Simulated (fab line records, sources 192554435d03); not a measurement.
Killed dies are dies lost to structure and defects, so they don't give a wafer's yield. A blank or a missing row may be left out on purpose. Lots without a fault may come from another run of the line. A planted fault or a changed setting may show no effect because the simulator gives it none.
fab line records | flow n5_finfet
record lots=5 wafers=15 last_day=19
route steps=1938 shown BEOL_M2@914 BEOL_M3@931
lots that met no fault: from a run of the same line without faults
start_h: hours from the record's first day to the start of the lot's first wafer shown | wait_h: hours since the lot's step before | " the same as in the row above | L1.1+2: a row that stands for several wafers | - no value, or no start given | * or withheld: withheld | < > ~ a bound
route shown NAME@n: a module of which the file shows steps, and the number in the route of the first | usual: mean/standard deviation of fault-free wafers | same: alike in all rows | chamber/n: place in a boat | sites: the reading at each site | _std_site: their standard deviation | _edge_site: outer sites' mean less inner sites' | radius_mm: how far each site lies from the wafer's centre | mask NAME#n: copy n | behind: the tool/chamber that last shaped the wafer | hold: why the lot was held/for how many hours/how that ended | device: the transistor (n, p or np) that didn't switch | end of line: the same wafers' tests at the end of the route | a step without rows: its recipe alone | killed: dies lost to structure and defects at the first sort, not the wafer's yield | map: a wafer's dies, x killed, . not, _ none there
set.NAME: the setting as run; set.NAME@STEP: as run at that earlier step | model.NAME: the simulator's own value behind a step, which no gauge read
lots at some steps of the route; a table a step, a row a wafer
services: from which hour (start_h, from the record's first day; less than 0 if before it) a tool's chamber was out of use, for how many hours, and why
## steps
# step N5_BEOL_M2_SPUTTER_90
# recipe material=Cu target_thk_a=45 temp_c=-20 chamber_pressure_pa=0.07 power_w=withheld time_s=8.29
# usual throttle_valve_pct=30.3/1.3
# columns lot.wafer tool chamber start_h wait_h throttle_valve_pct
L078.2 pvd_sputter-01 - 165.82 0.1 29.6
L078.4 " - " " 29.6
L078.6 " - " " 31.6
L093.1 pvd_sputter-02 - 261.04 0.1 31.6
L093.4 " - " " 29.5
L093.6 " - " " 31.8
L092.1 pvd_sputter-01 - 266.92 0.1 32.9
L092.2 " - " " 31.3
L092.3 " - " " 29.8
L095.2 pvd_sputter-02 - 269.65 0.1 29.2
L095.4 " - " " 31.3
L095.6 " - " " 31.5
L096.2 pvd_sputter-03 - 287.59 0.1 30.3
L096.3 " - " " 31.0
L096.4 " - " " 29.1
# step N5_BEOL_M2_ANNEAL_91
# recipe temp_c=400 time_s=240 ambient=vacuum
# usual heater_power_w=821/74
# columns lot.wafer tool chamber start_h wait_h heater_power_w
L078.2 pvd_sputter-01 - 165.90 0.0 752
L078.4 " - " " 761
L078.6 " - " " 694
L093.1 pvd_sputter-02 - 261.12 0.0 901
L093.4 " - " " 779
L093.6 " - " " 899
L092.1 pvd_sputter-01 - 267.00 0.0 821
L092.2 " - " " 707
L092.3 " - " " 767
L095.2 pvd_sputter-02 - 269.73 0.0 758
L095.4 " - " " 921
L095.6 " - " " 923
L096.2 pvd_sputter-03 - 287.67 0.0 886
L096.3 " - " " 782
L096.4 " - " " 897
# step N5_BEOL_M2_SPUTTER_92
# recipe material=Cu target_thk_a=45 temp_c=-20 chamber_pressure_pa=0.07 power_w=withheld time_s=8.29
# usual throttle_valve_pct=30.3/1.3
# columns lot.wafer tool chamber start_h wait_h throttle_valve_pct
L078.2 pvd_sputter-01 - 166.04 0.1 29.6
L078.4 " - " " 29.6
L078.6 " - " " 31.6
L093.1 pvd_sputter-02 - 261.26 0.1 31.6
L093.4 " - " " 29.6
L093.6 " - " " 31.5
L092.1 pvd_sputter-01 - 267.14 0.1 33.0
L092.2 " - " " 31.7
L092.3 " - " " 29.6
L095.2 pvd_sputter-02 - 269.87 0.1 29.7
L095.4 " - " " 31.6
L095.6 " - " " 31.7
L096.2 pvd_sputter-03 - 287.81 0.1 30.5
L096.3 " - " " 30.9
L096.4 " - " " 29.2
# step N5_BEOL_M2_ANNEAL_93
# recipe temp_c=400 time_s=240 ambient=vacuum
# usual heater_power_w=823/71
# columns lot.wafer tool chamber start_h wait_h heater_power_w
L078.2 pvd_sputter-01 - 166.12 0.0 764
L078.4 " - " " 755
L078.6 " - " " 703
L093.1 pvd_sputter-02 - 261.34 0.0 872
L093.4 " - " " 774
L093.6 " - " " 900
L092.1 pvd_sputter-01 - 267.22 0.0 817
L092.2 " - " " 699
L092.3 " - " " 771
L095.2 pvd_sputter-02 - 269.95 0.0 764
L095.4 " - " " 899
L095.6 " - " " 926
L096.2 pvd_sputter-03 - 287.89 0.0 862
L096.3 " - " " 792
L096.4 " - " " 895
# step N5_BEOL_M2_SPUTTER_94
# recipe material=Cu target_thk_a=45 temp_c=-20 chamber_pressure_pa=0.07 power_w=withheld time_s=8.29
# usual throttle_valve_pct=30.3/1.3
# columns lot.wafer tool chamber start_h wait_h throttle_valve_pct
L078.2 pvd_sputter-01 - 166.26 0.1 29.7
L078.4 " - " " 29.4
L078.6 " - " " 31.6
L093.1 pvd_sputter-02 - 261.48 0.1 31.6
L093.4 " - " " 29.6
L093.6 " - " " 31.9
L092.1 pvd_sputter-01 - 267.36 0.1 32.8
L092.2 " - " " 31.8
L092.3 " - " " 29.8
L095.2 pvd_sputter-02 - 270.09 0.1 29.1
L095.4 " - " " 31.7
L095.6 " - " " 31.6
L096.2 pvd_sputter-03 - 288.03 0.1 30.5
L096.3 " - " " 31.3
L096.4 " - " " 28.8
# step N5_BEOL_M2_ANNEAL_95
# recipe temp_c=400 time_s=240 ambient=vacuum
# usual heater_power_w=822/71
# columns lot.wafer tool chamber start_h wait_h heater_power_w
L078.2 pvd_sputter-01 - 166.34 0.0 767
L078.4 " - " " 762
L078.6 " - " " 689
L093.1 pvd_sputter-02 - 261.56 0.0 887
L093.4 " - " " 777
L093.6 " - " " 895
L092.1 pvd_sputter-01 - 267.44 0.0 815
L092.2 " - " " 702
L092.3 " - " " 770
L095.2 pvd_sputter-02 - 270.17 0.0 762
L095.4 " - " " 929
L095.6 " - " " 912
L096.2 pvd_sputter-03 - 288.11 0.0 874
L096.3 " - " " 780
L096.4 " - " " 867
# step N5_BEOL_M2_SPUTTER_96
# recipe material=Cu target_thk_a=45 temp_c=-20 chamber_pressure_pa=0.07 power_w=withheld time_s=8.29
# usual throttle_valve_pct=30.3/1.3
# columns lot.wafer tool chamber start_h wait_h throttle_valve_pct
L078.2 pvd_sputter-01 - 166.48 0.1 29.7
L078.4 " - " " 29.6
L078.6 " - " " 31.7
L093.1 pvd_sputter-02 - 261.70 0.1 31.5
L093.4 " - " " 29.1
L093.6 " - " " 31.8
L092.1 pvd_sputter-01 - 267.58 0.1 33.1
L092.2 " - " " 31.5
L092.3 " - " " 30.0
L095.2 pvd_sputter-02 - 270.31 0.1 29.5
L095.4 " - " " 31.7
L095.6 " - " " 31.5
L096.2 pvd_sputter-03 - 288.25 0.1 30.3
L096.3 " - " " 30.9
L096.4 " - " " 29.3
# step N5_BEOL_M2_ECD_50
# recipe material=Cu target_thk_a=3000
# columns lot.wafer tool chamber start_h wait_h
L078.2+4+6 ecd_cu-02 0 166.60 0.1
L093.1+4+6 ecd_cu-01 0,1,1 261.82 0.1
L092.1+2+3 ecd_cu-02 0,1,1 267.69 0.1
L095.2+4+6 ecd_cu-01 0,0,1 270.43 0.1
L096.2+3+4 ecd_cu-01 1,1,0 288.37 0.1
# step N5_BEOL_M2_ANNEAL_51
# recipe temp_c=225 time_s=90 ambient=N2
# usual anneal_temp_c=225.00/0.16 wafer_temp_C_max=226.18/0.27
# columns lot.wafer tool chamber start_h wait_h anneal_temp_c wafer_temp_C_max
L078.2 rtp_anneal-02 0 166.72 0.1 224.80 226.10
L078.4 " 0 " " 225.11 226.25
L078.6 " 0 " " 225.10 226.22
L093.1 rtp_anneal-01 0 261.97 0.1 224.90 226.18
L093.4 " 0 " " 224.94 225.94
L093.6 " 0 " " 224.92 226.55
L092.1 rtp_anneal-02 0 267.77 0.1 224.89 225.96
L092.2 " 0 " " 224.88 225.98
L092.3 " 0 " " 224.97 226.13
L095.2 rtp_anneal-01 0 270.64 0.2 224.91 225.92
L095.4 " 0 " " 224.83 226.18
L095.6 " 0 " " 224.78 226.31
L096.2 rtp_anneal-02 0 288.49 0.1 224.93 226.32
L096.3 " 0 " " 224.81 226.06
L096.4 " 0 " " 225.16 225.94
# step N5_BEOL_M2_CMP_52
# recipe stop_on=SiOC t_overpolish_s=6.8 down_force_psi=1 platen_rpm=50 clearing_platen_down_force_psi=1.5 clearing_platen_rpm=50 post_cmp_clean=cu_alkaline target_thk_nm=40 clearing_platen_pad_velocity_m_s=0.99484 pad_velocity_m_s=0.99484
# usual barrier_field_endpoint_s=24.9/0.73 clearing_platen_rpm=50.000/0.025 motor_current_A=5.9/0.36 overpolish_run_s=6.801/0.0091 time_to_endpoint_s=63/3.6
# columns lot.wafer tool chamber start_h wait_h barrier_field_endpoint_s clearing_platen_rpm motor_current_A overpolish_run_s time_to_endpoint_s
L078.4 cmp-01 0 166.99 0.1 25.3 49.983 6.0 6.789 63
L078.2 " 3 " " 24.9 50.016 6.1 6.794 59
L078.6 " 1 " " 25.2 49.997 6.1 6.797 65
L093.4 cmp-02 0 262.26 0.1 25.9 50.021 6.3 6.792 64
L093.1 " 1 " " 24.5 50.014 5.8 6.801 62
L093.6 " 0 " " 25.3 50.005 6.0 6.811 65
L092.2 cmp-02 0 268.07 0.2 25.1 49.982 6.0 6.801 64
L092.1 " 1 " " 23.4 50.023 5.7 6.801 63
L092.3 " 2 " " 23.1 50.007 5.6 6.810 57
L095.4 cmp-03 0 271.50 0.7 25.1 49.979 5.5 6.817 62
L095.2 " 1 " " 24.6 49.983 6.0 6.807 61
L095.6 " 0 " " 25.6 49.982 5.5 6.800 65
L096.4 cmp-02 1 288.75 0.1 23.7 50.020 5.9 6.813 57
L096.3 " 2 " " 23.2 50.027 5.8 6.811 53
L096.2 " 0 " " 24.4 50.070 5.7 6.804 58
# step N5_BEOL_M2_THK_MEAS_53
# recipe thk_meas_gauge=xrf reads=Cu_of_BEOL_M2_ECD_50
# usual M2_THK=41.3/1.6
# columns lot.wafer tool chamber start_h wait_h M2_THK[nm]
L078.2 film_metro-01 - 167.28 - 39.2
L078.4 " - " " 41.1
L078.6 " - " " 40.0
L093.1 film_metro-02 - 262.56 - 39.7
L093.4 " - " " 40.9
L093.6 " - " " 39.3
L092.1 film_metro-01 - 268.36 - 40.9
L092.2 " - " " 42.9
L092.3 " - " " 39.5
L095.2 film_metro-01 - 271.79 - 41.1
L095.4 " - " " 39.7
L095.6 " - " " 41.1
L096.2 film_metro-01 - 289.04 - 43.8
L096.3 " - " " 40.4
L096.4 " - " " 43.5
# step N5_BEOL_M2_PRE_CLEAN_60
# recipe gas=NH3/H2 time_s=15 temp_c=* rf_power_w=300
# usual heater_power_w=81/27
# columns lot.wafer tool chamber start_h wait_h heater_power_w
L078.2 cvd_co-02 1 167.32 0.0 109
L078.4 " 1 " " 113
L078.6 " 2 " " 76
L093.1 cvd_co-01 1 262.59 0.0 80
L093.4 " 1 " " 79
L093.6 " 2 " " 115
L092.1 cvd_co-02 2 268.40 0.0 78
L092.2 " 1 " " 112
L092.3 " 0 " " 42
L095.2 cvd_co-01 0 271.91 0.1 75
L095.4 " 0 " " 80
L095.6 " 1 " " 80
L096.2 cvd_co-02 1 289.08 0.0 115
L096.3 " 0 " " 41
L096.4 " 1 " " 115
# step N5_BEOL_M2_CO_CAP_55
# recipe material=Co target_thk_a=20 temp_c=200 precursor=CCTBA/H2 pressure_torr=30 time_s=102.1
# usual heater_power_w=231/34
# columns lot.wafer tool chamber start_h wait_h heater_power_w
L078.2 cvd_co-02 1 167.36 0.0 271
L078.4 " 1 " " 266
L078.6 " 2 " " 228
L093.1 cvd_co-01 1 262.63 0.0 230
L093.4 " 1 " " 226
L093.6 " 2 " " 283
L092.1 cvd_co-02 2 268.44 0.0 229
L092.2 " 1 " " 264
L092.3 " 0 " " 181
L095.2 cvd_co-01 0 271.95 0.0 227
L095.4 " 0 " " 226
L095.6 " 1 " " 225
L096.2 cvd_co-02 1 289.12 0.0 270
L096.3 " 0 " " 185
L096.4 " 1 " " 276
# step N5_BEOL_M2_PRE_CLEAN_56
# recipe gas=NH3 time_s=15 temp_c=withheld rf_power_w=300
# columns lot.wafer tool chamber start_h wait_h
L078.2+4+6 pecvd-02 1,1,0 167.45 0.1
L093.1+4+6 pecvd-01 0,0,1 262.73 0.1
L092.1+2+3 pecvd-01 2,0,1 268.53 0.1
L095.2+4+6 pecvd-01 0,2,0 272.06 0.1
L096.2+3+4 pecvd-03 0,0,2 289.21 0.1
# step N5_BEOL_M2_DEP_57
# recipe material=SiCN target_thk_a=80 temp_c=withheld precursor=3MS/NH3 pressure_torr=3 rf_w=202 time_s=14
# usual showerhead_plenum_p_Torr=3.661/0.015 showerhead_vpp_V=898/66 throttle_valve_pct=8.8/0.32
# columns lot.wafer tool chamber start_h wait_h showerhead_plenum_p_Torr showerhead_vpp_V throttle_valve_pct
L078.2 pecvd-02 1 167.48 0.0 3.661 897 8.6
L078.4 " 1 " " 3.666 893 8.9
L078.6 " 0 " " 3.666 926 9.0
L093.1 pecvd-01 0 262.75 0.0 3.687 755 8.2
L093.4 " 0 " " 3.687 760 8.2
L093.6 " 1 " " 3.657 975 9.2
L092.1 pecvd-01 2 268.56 0.0 3.651 876 9.0
L092.2 " 0 " " 3.695 769 8.1
L092.3 " 1 " " 3.659 971 9.2
L095.2 pecvd-01 0 272.09 0.0 3.684 776 8.4
L095.4 " 2 " " 3.646 857 8.8
L095.6 " 0 " " 3.679 766 8.4
L096.2 pecvd-03 0 289.25 0.0 3.655 904 8.8
L096.3 " 0 " " 3.658 926 8.6
L096.4 " 2 " " 3.630 983 8.8
# step N5_BEOL_M2_RS_MEAS_58
# recipe thk_meas_gauge=four-point-probe reads=Co_of_BEOL_M2_CO_CAP_55+Cu_of_BEOL_M2_ECD_50+Co_of_BEOL_M2_CVD_47+TaN_of_BEOL_M2_ALD_84
# usual M2_RS=0.66/0.034
# columns lot.wafer tool chamber start_h wait_h M2_RS[ohm/sq]
L078.2 film_metro-01 - 167.55 0.1 0.72
L078.4 " - " " 0.67
L078.6 " - " " 0.70
L093.1 film_metro-01 - 262.82 0.0 0.69
L093.4 " - " " 0.67
L093.6 " - " " 0.70
L092.1 film_metro-01 - 268.62 0.0 0.67
L092.2 " - " " 0.63
L092.3 " - " " 0.70
L095.2 film_metro-01 - 272.15 0.1 0.67
L095.4 " - " " 0.69
L095.6 " - " " 0.66
L096.2 film_metro-01 - 289.33 0.1 0.61
L096.3 " - " " 0.68
L096.4 " - " " 0.62
# step N5_BEOL_M2_INSPECT_59
# recipe inspect_instrument=darkfield mode=post_dep
# usual raw_defect_count=74/22
# columns lot.wafer tool chamber start_h wait_h raw_defect_count
L078.2 defect_inspect-01 - 167.57 0.0 51
L078.4 " - " " 94
L078.6 " - " " 68
L093.1 defect_inspect-01 - 262.84 0.0 81
L093.4 " - " " 64
L093.6 " - " " 90
L092.1 defect_inspect-01 - 268.65 0.0 59
L092.2 " - " " 63
L092.3 " - " " 98
L095.2 defect_inspect-02 - 272.18 0.0 43
L095.4 " - " " 40
L095.6 " - " " 30
L096.2 defect_inspect-02 - 289.36 0.0 85
L096.3 " - " " 63
L096.4 " - " " 89
# step N5_BEOL_M3_ILD_DEP_00
# recipe material=SiOC target_thk_a=790 temp_c=350 precursor=DEMS/O2 pressure_torr=5 rf_w=500 time_s=15.3
# usual heater_power_w=448/69 showerhead_plenum_p_Torr=5.695/0.021 showerhead_vpp_V=1441/72 throttle_valve_pct=11.9/0.43
# columns lot.wafer tool chamber start_h wait_h heater_power_w showerhead_plenum_p_Torr showerhead_vpp_V throttle_valve_pct
L078.2 pecvd-04 1 167.61 0.0 429 5.722 1413 12.4
L078.4 " 1 " " 424 5.692 1447 12.1
L078.6 " 2 " " 461 5.713 1503 11.5
L093.1 pecvd-03 0 262.88 0.0 432 5.688 1447 11.4
L093.4 " 0 " " 435 5.670 1403 11.4
L093.6 " 2 " " 540 5.646 1528 11.4
L092.1 pecvd-03 0 268.69 0.0 402 5.687 1439 11.5
L092.2 " 2 " " 498 5.669 1535 11.4
L092.3 " 1 " " 574 5.692 1336 11.7
L095.2 pecvd-03 1 272.22 0.0 526 5.700 1351 12.1
L095.4 " 2 " " 499 5.647 1516 11.5
L095.6 " 0 " " 456 5.673 1424 11.5
L096.2 pecvd-04 2 289.39 0.0 491 5.705 1545 11.4
L096.3 " 0 " " 383 5.714 1366 12.6
L096.4 " 2 " " 398 5.700 1524 11.5
# step N5_BEOL_M3_THK_MEAS_01
# recipe reads=SiOC_of_BEOL_M3_ILD_DEP_00
# usual M3_ILD_THK=78.8/0.95
# columns lot.wafer tool chamber start_h wait_h M3_ILD_THK[nm]
L078.2 film_metro-01 - 167.68 0.1 78.3
L078.4 " - " " 79.7
L078.6 " - " " 78.9
L093.1 film_metro-02 - 262.95 0.0 77.8
L093.4 " - " " 79.3
L093.6 " - " " 79.7
L092.1 film_metro-02 - 268.75 0.0 77.6
L092.2 " - " " 77.9
L092.3 " - " " 78.4
L095.2 film_metro-02 - 272.28 0.1 78.8
L095.4 " - " " 79.3
L095.6 " - " " 78.9
L096.2 film_metro-01 - 289.46 0.1 77.0
L096.3 " - " " 77.9
L096.4 " - " " 77.7
# step N5_BEOL_M3_PECVD_72
# recipe material=SiO2 target_thk_a=160 temp_c=400 precursor=TEOS/O2 pressure_torr=5.5 rf_w=450 teos_flow_sccm=53.8 gas=O2 flow_sccm=3000 time_s=18
# usual heater_power_w=700/90 showerhead_plenum_p_Torr=8.76/0.088 showerhead_vpp_V=1333/100 throttle_valve_pct=21.8/0.86
# columns lot.wafer tool chamber start_h wait_h heater_power_w showerhead_plenum_p_Torr showerhead_vpp_V throttle_valve_pct
L078.2 pecvd-03 0 167.71 0.0 604 8.70 1348 21.7
L078.4 " 2 " " 754 8.60 1423 21.6
L078.6 " 0 " " 597 8.73 1334 21.7
L093.1 pecvd-01 2 262.98 0.0 687 8.70 1285 21.9
L093.4 " 1 " " 667 8.71 1472 22.7
L093.6 " 0 " " 767 8.90 1135 20.4
L092.1 pecvd-01 0 268.79 0.0 752 8.86 1156 20.4
L092.2 " 1 " " 643 8.74 1445 22.7
L092.3 " 2 " " 642 8.72 1288 21.8
L095.2 pecvd-01 1 272.32 0.0 708 8.74 1474 22.6
L095.4 " 0 " " 730 8.90 1155 20.4
L095.6 " 1 " " 702 8.73 1448 22.8
L096.2 pecvd-03 0 289.50 0.0 694 8.73 1355 21.6
L096.3 " 0 " " 699 8.71 1337 21.8
L096.4 " 2 " " 813 8.60 1467 22.0
# step N5_BEOL_M3_HM_DEP_02
# recipe material=TiN target_thk_a=200 temp_c=25 chamber_pressure_pa=0.49996
# usual throttle_valve_pct=30.7/1.3
# columns lot.wafer tool chamber start_h wait_h throttle_valve_pct
L078.2 pvd_sputter-01 - 168.80 1.1 31.5
L078.4 " - " " 29.7
L078.6 " - " " 31.5
L093.1 pvd_sputter-02 - 267.11 4.1 31.5
L093.4 " - " " 28.5
L093.6 " - " " 31.7
L092.1 pvd_sputter-01 - 270.90 2.1 30.6
L092.2 " - " " 29.9
L092.3 " - " " 32.9
L095.2 pvd_sputter-03 - 274.55 2.2 29.3
L095.4 " - " " 30.2
L095.6 " - " " 30.3
L096.2 pvd_sputter-03 - 293.76 4.2 29.2
L096.3 " - " " 29.0
L096.4 " - " " 30.3
# step N5_BEOL_M3_COAT_61
# recipe resist=SOC temp_c=250 time_s=60 spin_rpm=1500 resist_thk_nm=60
# usual resist_line_temp_C=22.99/0.13 spin_speed_rpm=1500.0/1.1
# columns lot.wafer tool chamber start_h wait_h resist_line_temp_C spin_speed_rpm
L078.2 litho_track-02 0 168.93 0.1 23.07 1498.7
L078.4 " 0 " " 23.05 1501.2
L078.6 " 0 " " 23.19 1500.3
L093.1 litho_track-04 0 267.24 0.1 22.97 1498.3
L093.4 " 0 " " 23.07 1499.1
L093.6 " 0 " " 22.87 1500.3
L092.1 litho_track-03 0 271.04 0.1 23.23 1499.1
L092.2 " 0 " " 23.19 1499.7
L092.3 " 0 " " 23.14 1499.3
L095.2 litho_track-04 0 274.68 0.1 23.06 1500.0
L095.4 " 0 " " 22.98 1499.7
L095.6 " 0 " " 23.04 1500.5
L096.2 litho_track-04 0 293.89 0.1 23.11 1500.8
L096.3 " 0 " " 23.00 1500.3
L096.4 " 0 " " 23.20 1498.9
# step N5_BEOL_M3_COAT_62
# recipe resist=SiARC temp_c=220 time_s=60 spin_rpm=1500 resist_thk_nm=12
# usual resist_line_temp_C=23.02/0.097 spin_speed_rpm=1499.9/0.98
# columns lot.wafer tool chamber start_h wait_h resist_line_temp_C spin_speed_rpm
L078.2 litho_track-02 0 - - 23.00 1498.2
L078.4 " 0 " " 23.13 1498.9
L078.6 " 0 " " 23.05 1498.2
L093.1 litho_track-04 0 - - 23.14 1501.0
L093.4 " 0 " " 23.15 1499.1
L093.6 " 0 " " 23.12 1497.9
L092.1 litho_track-03 0 - - 22.87 1500.3
L092.2 " 0 " " 22.97 1499.0
L092.3 " 0 " " 22.94 1501.4
L095.2 litho_track-04 0 - - 23.01 1503.0
L095.4 " 0 " " 22.79 1501.5
L095.6 " 0 " " 22.78 1500.4
L096.2 litho_track-04 0 - - 23.08 1499.0
L096.3 " 0 " " 23.05 1500.8
L096.4 " 0 " " 23.07 1500.8
# step N5_BEOL_M3_COAT_73
# recipe resist=underlayer temp_c=205 time_s=60 spin_rpm=1500 resist_thk_nm=5
# usual resist_line_temp_C=22.98/0.088 spin_speed_rpm=1500.3/1.1
# columns lot.wafer tool chamber start_h wait_h resist_line_temp_C spin_speed_rpm
L078.2 litho_track-02 0 - - 22.98 1500.9
L078.4 " 0 " " 22.99 1501.9
L078.6 " 0 " " 23.00 1500.7
L093.1 litho_track-04 0 - - 23.11 1499.3
L093.4 " 0 " " 23.07 1500.0
L093.6 " 0 " " 22.97 1500.7
L092.1 litho_track-03 0 - - 22.96 1501.2
L092.2 " 0 " " 23.04 1501.0
L092.3 " 0 " " 23.04 1501.0
L095.2 litho_track-04 0 - - 22.87 1499.6
L095.4 " 0 " " 22.93 1500.3
L095.6 " 0 " " 22.79 1501.0
L096.2 litho_track-04 0 - - 22.98 1498.5
L096.3 " 0 " " 22.90 1500.5
L096.4 " 0 " " 23.13 1501.4
# step N5_BEOL_M3_COAT_05
# recipe resist=CAR-EUV spin_rpm=1500 resist_thk_nm=30
# usual resist_line_temp_C=23.00/0.12 spin_speed_rpm=1500.2/1
# columns lot.wafer tool chamber start_h wait_h resist_line_temp_C spin_speed_rpm
L078.2 litho_track-02 0 - - 23.02 1501.2
L078.4 " 0 " " 23.08 1500.7
L078.6 " 0 " " 23.10 1500.5
L093.1 litho_track-04 0 - - 22.84 1499.0
L093.4 " 0 " " 22.99 1500.8
L093.6 " 0 " " 22.85 1501.7
L092.1 litho_track-03 0 - - 22.91 1500.9
L092.2 " 0 " " 22.77 1499.1
L092.3 " 0 " " 22.92 1498.7
L095.2 litho_track-04 0 - - 23.05 1500.2
L095.4 " 0 " " 22.97 1498.8
L095.6 " 0 " " 22.98 1499.6
L096.2 litho_track-04 0 - - 23.08 1501.3
L096.3 " 0 " " 22.99 1500.6
L096.4 " 0 " " 22.99 1501.9
# step N5_BEOL_M3_EBR_07
# recipe solvent=PGMEA ebr_width_mm=1.5
# usual resist_line_temp_C=23.01/0.11
# columns lot.wafer tool chamber start_h wait_h resist_line_temp_C
L078.2 litho_track-02 0 - - 23.13
L078.4 " 0 " " 23.22
L078.6 " 0 " " 23.12
L093.1 litho_track-04 0 - - 22.84
L093.4 " 0 " " 23.00
L093.6 " 0 " " 22.88
L092.1 litho_track-03 0 - - 23.08
L092.2 " 0 " " 22.93
L092.3 " 0 " " 23.09
L095.2 litho_track-04 0 - - 22.98
L095.4 " 0 " " 23.08
L095.6 " 0 " " 23.03
L096.2 litho_track-04 0 - - 23.10
L096.3 " 0 " " 22.91
L096.4 " 0 " " 23.05
# step N5_BEOL_M3_SOFTBAKE_06
# recipe temp_c=110 time_s=60 resist=CAR-EUV
# usual resist_line_temp_C=23.00/0.098
# columns lot.wafer tool chamber start_h wait_h resist_line_temp_C
L078.2 litho_track-02 0 - - 22.88
L078.4 " 0 " " 23.06
L078.6 " 0 " " 22.89
L093.1 litho_track-04 0 - - 23.05
L093.4 " 0 " " 23.08
L093.6 " 0 " " 23.00
L092.1 litho_track-03 0 - - 23.18
L092.2 " 0 " " 23.07
L092.3 " 0 " " 23.07
L095.2 litho_track-04 0 - - 23.03
L095.4 " 0 " " 22.97
L095.6 " 0 " " 22.96
L096.2 litho_track-04 0 - - 22.99
L096.3 " 0 " " 22.92
L096.4 " 0 " " 22.84
# step N5_BEOL_M3_EXPOSE_08
# recipe mask_id=M3 na=0.33 source_shape=dipole sigma_inner=0.369 sigma_outer=0.767 polarization=unpolarized dose_mj=33
# same dipole_opening_deg=79.7 na=0.33
# columns lot.wafer tool chamber start_h wait_h mask
L078.2+4+6 euv_scanner-01 0 169.20 - M3#0
L093.1+4+6 euv_scanner-01 0 267.50 - M3#0
L092.1+2+3 euv_scanner-02 0 271.30 - M3#0
L095.2+4+6 euv_scanner-01 0 274.95 - M3#0
L096.2+3+4 euv_scanner-02 0 294.03 - M3#0
# step N5_BEOL_M3_PEB_09
# recipe peb_temp_c=100 peb_time_s=60 resist=CAR-EUV
# usual resist_line_temp_C=23.02/0.091
# columns lot.wafer tool chamber start_h wait_h resist_line_temp_C
L078.2 litho_track-04 0 169.25 0.0 22.91
L078.4 " 0 " " 22.99
L078.6 " 0 " " 22.96
L093.1 litho_track-02 0 267.56 0.1 22.79
L093.4 " 0 " " 22.90
L093.6 " 0 " " 23.07
L092.1 litho_track-04 0 271.36 0.1 23.09
L092.2 " 0 " " 23.09
L092.3 " 0 " " 23.02
L095.2 litho_track-02 0 275.00 0.0 23.09
L095.4 " 0 " " 23.01
L095.6 " 0 " " 23.12
L096.2 litho_track-03 0 294.08 0.0 22.88
L096.3 " 0 " " 23.03
L096.4 " 0 " " 22.90
# step N5_BEOL_M3_DEVELOP_10
# recipe develop_time_s=30 developer=TMAH resist=CAR-EUV rinse_liquid=surfactant_rinse dry=air_spin dev_temp_c=23
# usual resist_line_temp_C=23.01/0.11
# columns lot.wafer tool chamber start_h wait_h resist_line_temp_C
L078.2 litho_track-04 0 - - 23.14
L078.4 " 0 " " 23.00
L078.6 " 0 " " 23.13
L093.1 litho_track-02 0 - - 23.16
L093.4 " 0 " " 22.94
L093.6 " 0 " " 23.11
L092.1 litho_track-04 0 - - 23.05
L092.2 " 0 " " 23.01
L092.3 " 0 " " 23.00
L095.2 litho_track-02 0 - - 23.05
L095.4 " 0 " " 23.02
L095.6 " 0 " " 22.93
L096.2 litho_track-03 0 - - 22.87
L096.3 " 0 " " 22.89
L096.4 " 0 " " 23.03
# step N5_BEOL_M3_CD_MEAS_11
# recipe target_cd_nm=17.05 landing_energy_ev=500 detector=se_inlens polarity=opening
# usual cd_nm=16.97/0.22
# same landing_energy_ev=500
# columns lot.wafer tool chamber start_h wait_h cd_nm
L078.2 cd_sem-03 0 169.32 - 16.96
L078.4 " 0 " " 17.23
L078.6 " 0 " " 16.86
L093.1 cd_sem-01 0 267.63 - 16.85
L093.4 " 0 " " 17.02
L093.6 " 0 " " 16.90
L092.1 cd_sem-01 0 271.42 - 16.49
L092.2 " 0 " " 16.98
L092.3 " 0 " " 17.29
L095.2 cd_sem-01 0 275.07 - 16.60
L095.4 " 0 " " 17.37
L095.6 " 0 " " 16.96
L096.2 cd_sem-01 0 294.15 - 16.90
L096.3 " 0 " " 17.10
L096.4 " 0 " " 16.85
# step N5_BEOL_M3_OVL_MEAS_12
# recipe points_per_wafer=522
# usual M3_OVL=0.5/0.68
# same points_per_wafer=522
# columns lot.wafer tool chamber start_h wait_h M3_OVL[nm]
L078.2 overlay-02 0 169.35 0.0 0.9
L078.4 " 0 " " 1.3
L078.6 " 0 " " 0.4
L093.1 overlay-02 0 267.66 0.0 0.1
L093.4 " 0 " " 1.5
L093.6 " 0 " " -0.4
L092.1 overlay-01 0 271.46 0.0 1.4
L092.2 " 0 " " 1.4
L092.3 " 0 " " 1.3
L095.2 overlay-01 0 275.10 0.0 0.6
L095.4 " 0 " " 0.4
L095.6 " 0 " " 0.1
L096.2 overlay-02 0 294.19 0.0 0.6
L096.3 " 0 " " -0.3
L096.4 " 0 " " 0.5
# step N5_BEOL_M3_INSPECT_13
# recipe mode=adi inspect_instrument=brightfield
# usual raw_defect_count=424/110
# columns lot.wafer tool chamber start_h wait_h raw_defect_count
L078.2 defect_inspect-01 - 169.41 0.1 414
L078.4 " - " " 510
L078.6 " - " " 452
L093.1 defect_inspect-01 - 267.72 0.1 460
L093.4 " - " " 387
L093.6 " - " " 453
L092.1 defect_inspect-02 - 271.52 0.1 294
L092.2 " - " " 340
L092.3 " - " " 355
L095.2 defect_inspect-01 - 275.15 0.0 285
L095.4 " - " " 248
L095.6 " - " " 273
L096.2 defect_inspect-02 - 294.24 0.0 378
L096.3 " - " " 317
L096.4 " - " " 356
## services
# columns tool chamber start_h hours kind
cvd_co-01 - 143.79 1.0 repair
euv_scanner-01 - 146.62 1.0 pm
euv_scanner-02 - 147.81 3.5 repair
cmp-02 - 148.85 15.6 pm
pvd_sputter-03 - 157.03 5.4 repair
cvd_co-01 - 178.62 0.5 repair
euv_scanner-02 - 187.52 1.0 pm
euv_scanner-02 - 190.04 4.6 pm
ecd_cu-02 - 194.89 2.1 repair
euv_scanner-01 - 202.77 1.0 pm
euv_scanner-01 - 203.78 12.0 pm
cmp-02 - 204.19 4.0 pm
pecvd-03 0 211.56 3.5 repair
cmp-02 - 217.95 6.6 repair
euv_scanner-01 - 219.59 4.6 pm
cvd_co-01 - 219.89 0.2 repair
pecvd-03 - 222.51 6.0 pm
pvd_sputter-02 - 229.10 4.9 repair
ecd_cu-01 - 244.54 1.5 repair
euv_scanner-01 - 249.35 0.8 repair
euv_scanner-01 - 258.92 1.0 pm
pvd_sputter-01 - 264.67 2.1 repair
pecvd-03 1 278.44 12.3 repair
cvd_co-02 - 293.87 0.9 repair
## key
fault none
